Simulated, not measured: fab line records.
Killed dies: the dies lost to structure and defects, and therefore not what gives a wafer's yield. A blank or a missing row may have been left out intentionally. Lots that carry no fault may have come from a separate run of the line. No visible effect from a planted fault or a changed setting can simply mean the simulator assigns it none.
What tool caused it? + flow n5_finfet + Sampling: 12 lots, 36 wafers, 4 of 1938 route steps

== WHAT EACH GAUGE READ, for each wafer ==
N5_BEOL_M2_RS_MEAS_58: measurement is done with a four-point probe.
| lot  | measured     | on            | M2_RS (ohm/sq)    |
|------|--------------|---------------|-------------------|
| L075 | day 7 03:14  | film_metro-01 | 0.655 0.680 0.702 |
| L077 | day 7 11:43  | film_metro-01 | 0.645 0.673 0.642 |
| L079 | day 8 05:36  | film_metro-01 | 0.696 0.657 0.688 |
| L081 | day 8 14:38  | film_metro-01 | 0.677 0.665 0.686 |
| L083 | day 9 11:58  | film_metro-02 | 0.622 0.675 0.659 |
| L085 | day 9 15:57  | film_metro-02 | 0.670 0.683 0.668 |
| L087 | day 9 23:50  | film_metro-02 | 0.692 0.692 0.685 |
| L089 | day 10 14:56 | film_metro-01 | 0.706 0.691 0.713 |
| L091 | day 11 12:15 | film_metro-02 | 0.677 0.643 0.663 |
| L093 | day 11 21:13 | film_metro-01 | 0.673 0.640 0.685 |
| L095 | day 12 03:05 | film_metro-01 | 0.687 0.696 0.631 |
| L096 | day 12 22:25 | film_metro-01 | 0.633 0.652 0.660 |

== TOOL THAT RAN EACH LOT (tool first, then ch and the chambers of the sampled wafers, then the start) ==
| lot  | N5_BEOL_M2_SPUTTER_94        | N5_BEOL_M2_PRE_CLEAN_60          | N5_BEOL_M2_DEP_57               |
|------|------------------------------|----------------------------------|---------------------------------|
| L075 | pvd_sputter-01, day 7 01:58  | cvd_co-02 ch 0,1, day 7 03:01    | pecvd-03 ch 0,2, day 7 03:10    |
| L077 | pvd_sputter-01, day 7 09:49  | cvd_co-01 ch 1,2, day 7 11:29    | pecvd-02 ch 0,1,2, day 7 11:38  |
| L079 | pvd_sputter-03, day 8 04:20  | cvd_co-02 ch 0,2, day 8 05:23    | pecvd-01 ch 0,1, day 8 05:32    |
| L081 | pvd_sputter-02, day 8 13:22  | cvd_co-02 ch 0,1,2, day 8 14:25  | pecvd-01 ch 0,1, day 8 14:34    |
| L083 | pvd_sputter-02, day 9 10:41  | cvd_co-01 ch 0,1, day 9 11:44    | pecvd-02 ch 0,2, day 9 11:53    |
| L085 | pvd_sputter-01, day 9 14:41  | cvd_co-02 ch 0,1,2, day 9 15:44  | pecvd-02 ch 0,1,2, day 9 15:53  |
| L087 | pvd_sputter-01, day 9 22:32  | cvd_co-01 ch 0,1,2, day 9 23:37  | pecvd-01 ch 0,1,2, day 9 23:46  |
| L089 | pvd_sputter-02, day 10 13:40 | cvd_co-01 ch 0,2, day 10 14:43   | pecvd-01 ch 0,1, day 10 14:52   |
| L091 | pvd_sputter-02, day 11 10:58 | cvd_co-01 ch 0,1, day 11 12:02   | pecvd-03 ch 0,1,2, day 11 12:11 |
| L093 | pvd_sputter-03, day 11 19:43 | cvd_co-01 ch 0,1, day 11 20:59   | pecvd-03 ch 0,1,2, day 11 21:08 |
| L095 | pvd_sputter-03, day 12 01:02 | cvd_co-01 ch 1,2, day 12 02:52   | pecvd-01 ch 0,2, day 12 03:02   |
| L096 | pvd_sputter-02, day 12 21:07 | cvd_co-01 ch 0,1,2, day 12 22:10 | pecvd-03 ch 0,1,2, day 12 22:19 |
- N5_BEOL_M2_SPUTTER_94: material Cu, target thk 4.5 nm, time 8.29 s.
- N5_BEOL_M2_PRE_CLEAN_60: time 15 s.
- N5_BEOL_M2_DEP_57: deposits SiCN from 3MS/NH3, target thk 8 nm, time 14 s.

== THE ANSWER, worked out from the rows above alone ==
Rule: the usual values come from the lots themselves. The widest of any qualifying gaps counts: lots, ordered by their means at a reading, are off when they make up no more than a third of the lots, leave a main group of 4 or more, and stand apart from it by 3 or more times the standard deviation of that group's means. If all means in a main group match to the digits the tables above print for the reading, that group is not used. Also off: a lot with no number at a reading for which 4 or more lots have one. Where the step has rows for the other lots, those lots are counted as sound.
Across all readings shown, no lot is off: no conclusion can be drawn from this.

== WHAT WAS PUT IN BY THE SIMULATOR ==
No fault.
